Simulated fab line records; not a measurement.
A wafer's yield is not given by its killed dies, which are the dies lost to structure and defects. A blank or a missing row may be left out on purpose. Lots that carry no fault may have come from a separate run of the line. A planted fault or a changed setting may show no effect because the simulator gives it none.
Which tool was responsible? | flow nand harc | 39 wafers from 13 lots sampled at 6 of the route's 1302 steps

== WHAT EACH GAUGE READ, for each wafer ==
NHARC_P_M2_OVL_MEAS_10: pitch 340 nm. Usual: overlay x nm 0.1 nm, standard deviation 0.75; overlay y nm -0.1 nm, standard deviation 0.73.
lot  | measured     | on         | overlay x nm (nm) | overlay y nm (nm) | flag
L349 | day 7 19:25  | overlay-02 | 0.2 0.9 0.2       | 1.1 0.6 1.3       |
L351 | day 8 07:52  | overlay-01 | -1.2 -0.9 -0.8    | 0.9 0.2 -0.2      |
L352 | day 8 21:56  | overlay-02 | 0.1 0.0 -0.2      | 2.2 1.4 0.8       |
L353 | day 9 00:01  | overlay-01 | 0.8 1.4 0.9       | 0.0 0.3 -0.4      |
L354 | day 9 05:52  | overlay-02 | -0.8 -0.9 -0.8    | 0.6 0.4 0.5       |
L355 | day 9 19:40  | overlay-01 | 0.0 0.7 0.8       | 0.2 -0.4 -0.2     |
L356 | day 10 00:25 | overlay-02 | 0.1 0.2 0.5       | -0.1 0.0 0.7      |
L357 | day 10 18:42 | overlay-01 | 0.0 -0.6 -0.5     | 0.8 0.8 0.9       |
L358 | day 11 00:25 | overlay-02 | -0.8 -0.9 -0.5    | -0.7 -0.5 -1.2    |
L361 | day 12 11:29 | overlay-01 | -0.2 0.2 0.2      | -1.5 -1.2 -0.6    |
L362 | day 12 16:56 | overlay-02 | 1.2 0.4 1.2       | -1.0 -0.9 -1.0    |
L364 | day 13 18:08 | overlay-01 | 0.7 -0.1 0.0      | 0.4 0.8 0.4       |
L365 | day 13 23:31 | overlay-01 | 1.1 0.9 0.4       | -0.7 0.2 -1.0     |

NHARC_END_SORT_01. Usual: defect limited yield 91.9 %, standard deviation 2.7; killed at array 50, standard deviation 18; killed at other 0.8, standard deviation 1.1; killed at periphery 4.1, standard deviation 2.9; killed dies 55, standard deviation 18; killed open 3.5, standard deviation 1.9; killed short 2.4, standard deviation 1.5; sort_bin_2_pct 2.8 %, standard deviation 1.2; sort_bin_3_pct 0.6 %, standard deviation 0.37; sort_bin_4_pct 4.7 %, standard deviation 1.5; sort n pass 622, standard deviation 18; sort rim yield pct 90 %, standard deviation 4.4; sort yield pct 91.9 %, standard deviation 2.7.
lot  | measured     | on        | defect limited yield (%) | killed at array | killed at other | killed at periphery | killed dies | killed open | killed short | sort_bin_2_pct (%) | sort_bin_3_pct (%) | sort_bin_4_pct (%) | sort n pass | sort rim yield pct (%) | sort yield pct (%) | flag
L352 | day 27 08:54 | prober-01 | 95.7 95.6 95.4           | 22 25 28        | 3 0 1           | 4 5 2               | 29 30 31    | 6 4 8       | 2 5 1        | 1.6 1.2 1.2        | 0.1 0.3 0.1        | 2.5 3.0 3.2        | 648 647 646 | 97 94 96               | 95.7 95.6 95.4     |
L355 | day 27 23:31 | prober-02 | 90.7 91.0 90.5           | 59 56 59        | 0 2 1           | 4 3 4               | 63 61 64    | 6 1 8       | 5 3 3        | 3.5 3.4 3.1        | 0.4 0.9 0.6        | 5.3 4.7 5.8        | 614 616 613 | 87 88 82               | 90.7 91.0 90.5     |
L356 | day 28 22:08 | prober-02 | 92.9 90.5 90.5           | 45 54 59        | 0 2 3           | 3 8 2               | 48 64 64    | 4 4 1       | 0 2 6        | 3.5 3.7 3.2        | 0.6 0.4 0.7        | 3.0 5.3 5.5        | 629 613 613 | 92 87 91               | 92.9 90.5 90.5     |
L357 | day 29 06:49 | prober-01 | 92.8 89.1 89.8           | 46 67 63        | 0 0 0           | 3 7 6               | 49 74 69    | 2 6 4       | 2 3 2        | 3.1 2.4 4.4        | 0.1 0.4 0.7        | 4.0 8.1 5.0        | 628 603 608 | 92 89 88               | 92.8 89.1 89.8     |
L358 | day 29 12:45 | prober-02 | 92.9 94.1 93.6           | 42 35 42        | 1 3 0           | 5 2 1               | 48 40 43    | 6 3 3       | 5 3 2        | 2.4 2.7 2.2        | 0.6 0.1 0.7        | 4.1 3.1 3.4        | 629 637 634 | 90 91 92               | 92.9 94.1 93.6     |
L361 | day 30 22:41 | prober-01 | 95.6 95.0 94.4           | 28 29 35        | 1 1 0           | 1 4 3               | 30 34 38    | 8 4 4       | 1 1 2        | 0.9 1.3 1.6        | 0 0.4 0.3          | 3.5 3.2 3.7        | 647 643 639 | 96 94 93               | 95.6 95.0 94.4     |
L365 | day 32 13:49 | prober-01 | 90.5                     | 61              | 0               | 3                   | 64          | 4           | 0            | 3.5                | 0.4                | 5.5                | 613         | 86                     | 90.5               |

== TOOL THAT RAN EACH LOT (tool first, then ch and the chambers of the sampled wafers, then the start) ==
lot  | NHARC_P_M2_DEGAS_29          | NHARC_P_M2_ECD_22              | NHARC_P_M2_CMP_23             | NHARC_P_BONDPAD_DEP_00
L349 | pvd sputter-01, day 7 20:31  | ecd cu-02 ch 0,1, day 7 20:53  | cmp-01 ch 0,1,2, day 7 21:38  | pecvd-04 ch 0,2, day 7 22:52
L351 | pvd sputter-01, day 8 08:59  | ecd cu-01 ch 0,1, day 8 09:20  | cmp-02 ch 0,2,3, day 8 10:05  | pecvd-04 ch 0,1, day 8 11:08
L352 | pvd sputter-03, day 8 23:05  | ecd cu-01 ch 0,1, day 8 23:32  | cmp-04 ch 1,3, day 9 00:10    | pecvd-04 ch 0,1,2, day 9 01:17
L353 | pvd sputter-03, day 9 01:14  | ecd cu-02 ch 0,1, day 9 01:50  | cmp-01 ch 0,2,3, day 9 02:31  | pecvd-02 ch 0,1,2, day 9 03:38
L354 | pvd sputter-03, day 9 06:59  | ecd cu-01 ch 0,1, day 9 07:20  | cmp-04 ch 1,3, day 9 08:05    | pecvd-03 ch 0,1,2, day 9 09:08
L355 | pvd sputter-02, day 9 20:46  | ecd cu-02 ch 1, day 9 21:08    | cmp-04 ch 2,3, day 9 21:52    | pecvd-04 ch 1,2, day 9 22:53
L356 | pvd sputter-01, day 10 01:32 | ecd cu-01 ch 0,1, day 10 01:56 | cmp-02 ch 0,2,3, day 10 02:40 | pecvd-03 ch 1,2, day 10 03:38
L357 | pvd sputter-02, day 10 19:50 | ecd cu-02 ch 0,1, day 10 20:14 | cmp-02 ch 0,2,3, day 10 20:56 | pecvd-04 ch 1,2, day 29 06:49 or earlier
L358 | pvd sputter-01, day 11 01:32 | ecd cu-01 ch 0, day 11 01:54   | cmp-02 ch 2,3, day 11 02:39   | pecvd-04 ch 0,1, day 11 03:43
L361 | pvd sputter-02, day 12 12:39 | ecd cu-02 ch 0,1, day 12 13:00 | cmp-01 ch 0,2,3, day 12 13:49 | pecvd-03 ch 1,2, day 30 22:41 or earlier
L362 | pvd sputter-03, day 12 18:05 | ecd cu-01 ch 0,1, day 12 18:32 | cmp-01 ch 0,1,3, day 12 19:14 | pecvd-04 ch 0,2, day 12 20:13
L364 | pvd sputter-02, day 13 19:17 | ecd cu-02 ch 0,1, day 13 19:46 | cmp-01 ch 0,1,2, day 13 20:24 | pecvd-04 ch 0,1, day 13 21:28
L365 | pvd sputter-02, day 14 00:38 | ecd cu-01 ch 0, day 14 01:03   | cmp-04 ch 0,2, day 14 01:44   | pecvd-02 ch 0,2, day 14 02:47
- NHARC_P_M2_DEGAS_29: time 60 s.
- NHARC_P_M2_ECD_22: material Cu, target thk 400 nm.
- NHARC_P_M2_CMP_23: polishes, t overpolish 20 s, target thk 144.3 nm.
- NHARC_P_BONDPAD_DEP_00: deposits SiCN, target thk 250 nm.

== WHAT THE TOOLS THEMSELVES READ (means of the sampled wafers that have a number; where no wafer has one, the mark that the record gives instead) ==
NHARC_P_M2_DEGAS_29. Usual: heater power w reads 324 W (standard deviation 22).
lot  | tool           | heater power w (W) | flag
L349 | pvd sputter-01 | 308                |
L351 | pvd sputter-01 | 306                |
L352 | pvd sputter-03 | 332                |
L353 | pvd sputter-03 | 356                |
L354 | pvd sputter-03 | 359                |
L355 | pvd sputter-02 | 305                |
L356 | pvd sputter-01 | 324                |
L357 | pvd sputter-02 | 323                |
L358 | pvd sputter-01 | 317                |
L361 | pvd sputter-02 | 322                |
L362 | pvd sputter-03 | 332                |
L364 | pvd sputter-02 | 324                |
L365 | pvd sputter-02 | 319                |

NHARC_P_M2_CMP_23. Usual: motor current A 12.0 A, standard deviation 1.1; slurry filter dp kPa 13.49 kPa, standard deviation 0.14; time to endpoint s 28.6 s, standard deviation 2.
lot  | tool   | motor current A (A) | slurry filter dp kPa (kPa) | time to endpoint s (s) | flag
L349 | cmp-01 | 12.6                | 13.55                      | 27.7                   |
L351 | cmp-02 | 11.4                | 13.42                      | 32.2                   |
L352 | cmp-04 | 11.3                | 13.55                      | 28.0                   |
L353 | cmp-01 | 12.6                | 13.53                      | 27.5                   |
L354 | cmp-04 | 11.3                | 13.44                      | 27.4                   |
L355 | cmp-04 | 12.0                | 13.52                      | 27.3                   |
L356 | cmp-02 | 11.9                | 13.38                      | 29.3                   |
L357 | cmp-02 | 11.6                | 13.41                      | 28.7                   |
L358 | cmp-02 | 10.8                | 13.46                      | 27.9                   |
L361 | cmp-01 | 12.7                | 13.51                      | 27.5                   |
L362 | cmp-01 | 12.4                | 13.45                      | 25.7                   |
L364 | cmp-01 | 12.5                | 13.45                      | 27.3                   |
L365 | cmp-04 | 11.9                | 13.48                      | 25.9                   |

NHARC_P_BONDPAD_DEP_00. Usual: heater power w reads 567 W (standard deviation 75).
lot  | tool     | heater power w (W) | flag
L349 | pecvd-04 | 596                |
L351 | pecvd-04 | 548                |
L352 | pecvd-04 | 569                |
L353 | pecvd-02 | 602                |
L354 | pecvd-03 | 548                |
L355 | pecvd-04 | 560                |
L356 | pecvd-03 | 587                |
L357 | pecvd-04 | 514                |
L358 | pecvd-04 | 536                |
L361 | pecvd-03 | 593                |
L362 | pecvd-04 | 566                |
L364 | pecvd-04 | 502                |
L365 | pecvd-02 | 559                |

== THE ANSWER, worked out from the rows above alone ==
Rule: a lot is off if the mean of its wafers that have a number lies more than 3 standard deviations from the usual mean. Also off: a lot with no number at a reading for which 4 or more lots have one. Any other lot the step has rows for is counted as sound. First the gauges in route order, then the tools' own readings, where a lot's mean is used as printed above. At the first step where some lot is off, the reading lying furthest off is the one used; lots without a number count as furthest.
No lot is off on any of the readings shown, so nothing can be concluded from this.

== WHAT HAD BEEN PUT IN BY THE SIMULATOR ==
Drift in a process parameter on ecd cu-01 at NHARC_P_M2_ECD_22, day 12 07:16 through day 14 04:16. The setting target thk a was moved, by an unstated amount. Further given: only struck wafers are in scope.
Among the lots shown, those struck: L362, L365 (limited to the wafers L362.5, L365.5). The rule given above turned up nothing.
